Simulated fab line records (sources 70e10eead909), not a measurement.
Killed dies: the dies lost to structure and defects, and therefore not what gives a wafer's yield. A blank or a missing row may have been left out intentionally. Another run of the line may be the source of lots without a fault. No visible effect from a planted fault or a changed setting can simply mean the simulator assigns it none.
One fault through the eyes of 2 desks | flow nandHarc | each desk holds nothing but its own numbers, with what lay behind them at the end

THE TOOL OWNER'S DESK: fcvd-02
The tool's own readings at NHARC_A_SGD_CUT_DEP_20 (deposits SiO2, target thk 150 nm): means of the sampled wafers that have a number, for each lot that ran on this tool. A lot is out of limits, marked OUT, if its mean lies more than 4 standard deviations from the usual mean; the brackets give that distance.
Columns: A = susceptorTempC at NHARC_A_SGD_CUT_DEP_20, usual 65.01 C
lot  | first seen here | A
L863 | day 19 13:50    | 64.96
L862 | day 19 16:50    | 64.95
L865 | day 20 12:22    | 64.95
L866 | day 21 11:16    | 65.13
L868 | day 23 14:37    | 65.04
This desk found nothing out of limits on any of the 5 lots.

THE METROLOGY DESK
What the gauges read, lot by lot, whatever tool the lot ran on: means of the sampled wafers that have a number. A lot is out of limits, marked OUT, if its mean lies more than 4 standard deviations from the usual mean; the brackets give that distance.
Columns: A = thkNm at NHARC_A_SGD_CUT_THK_MEAS_22, usual 148.3 nm
lot  | first seen here | A
L863 | day 19 19:05    | 149.2
L861 | day 19 19:05    | 148.7
L862 | day 19 19:07    | 149.2
L865 | day 20 17:16    | 148.3
L866 | day 21 18:37    | 147.1
L867 | day 21 18:37    | 148.8
L870 | day 23 05:44    | 149.4
L869 | day 23 16:35    | 148.8
L868 | day 23 16:37    | 149.1
L876 | day 26 08:54    | 146.9
L881 | day 28 05:47    | 147.8
L883 | day 28 21:22    | 148.7
This desk found nothing out of limits on any of the 12 lots.

PUT TOGETHER
Nothing out of limits was seen by the tool owner's desk.
The metrology desk saw nothing out of limits.

WHAT WAS PUT IN BY THE SIMULATOR
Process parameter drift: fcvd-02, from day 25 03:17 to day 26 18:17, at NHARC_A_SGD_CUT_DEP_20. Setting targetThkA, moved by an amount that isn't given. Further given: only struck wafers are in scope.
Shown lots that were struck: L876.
